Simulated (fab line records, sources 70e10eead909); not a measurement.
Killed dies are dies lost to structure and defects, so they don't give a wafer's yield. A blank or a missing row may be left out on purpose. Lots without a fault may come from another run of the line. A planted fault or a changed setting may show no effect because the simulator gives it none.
Chamber matching | flow nand_harc | NHARC_A_STAIRCASE_ETCH_169 on rie_diel-11: 3 sister chambers
The step etches the open film in CH3F/O2, target depth 50 nm, time 107.1 s. 14 wafers are shown with their chamber, then 5 later ones without.

WAFERS WITH THEIR CHAMBER
wafer  | chamber | showerhead_plenum_p_Torr (Torr) | drypump_motor_current_A (A) | rf_vpp_V (V)
L077.3 | 0       | 2.35                            | 5.8                         | 243.3
L077.4 | 0       | 2.35                            | 5.8                         | 242.5
L077.6 | 1       | 2.63                            | 5.7                         | 248.5
L085.1 | 1       | 2.62                            | 5.7                         | 246.5
L085.4 | 0       | 2.34                            | 5.8                         | 243.5
L085.5 | 0       | 2.34                            | 5.8                         | 242.0
L090.1 | 0       | 2.34                            | 5.8                         | 243.6
L090.3 | 1       | 2.62                            | 5.7                         | 247.2
L090.6 | 0       | 2.34                            | 5.7                         | 242.2
L089.1 | 0       | 2.33                            | 5.8                         | 243.7
L089.2 | 1       | 2.62                            | 5.7                         | 245.7
L089.5 | 2       | 2.64                            | 6.1                         | 246.8
L091.1 | 1       | 2.62                            | 5.7                         | 245.9
L091.4 | 0       | 2.33                            | 5.8                         | 242.2

SIGNATURES (means of the wafers above)
reading                  | chamber 0 | chamber 1 | chamber 2 | scatter within a chamber
showerhead_plenum_p_Torr | 2.3400    | 2.6220    | 2.6400    | 0.00661
drypump_motor_current_A  | 5.787     | 5.700     | 6.100     | 0.0282
rf_vpp_V                 | 242.875   | 246.760   | 246.800   | 0.892
Rule: a wafer's distance from a chamber is the root of the sum, over the readings, of the square of ((its reading less the chamber's mean) divided by the reading's scatter). The wafer belongs to the nearest chamber; if the next one is less than 2 further off, it can't be placed. The scatter: the root of (the sum of the squares of (reading less its chamber's mean) over the shown wafers, divided by (wafers less chambers)).

WAFERS WITHOUT THEIR CHAMBER
wafer  | showerhead_plenum_p_Torr (Torr) | drypump_motor_current_A (A) | rf_vpp_V (V)
L091.6 | 2.64                            | 6.1                         | 246.6
L092.1 | 2.64                            | 6.1                         | 247.2
L092.3 | 2.62                            | 5.7                         | 245.6
L092.4 | 2.33                            | 5.8                         | 242.9
L096.4 | 2.61                            | 5.6                         | 248.1

WHICH CHAMBER EACH WENT THROUGH
wafer  | from the rows above | in truth
L091.6 | 2                   | 2
L092.1 | 2                   | 2
L092.3 | 1                   | 1
L092.4 | 0                   | 0
L096.4 | 1                   | 1
Placed correctly: 5 of 5. Can't be placed from these rows: 0. Placed wrongly: 0.
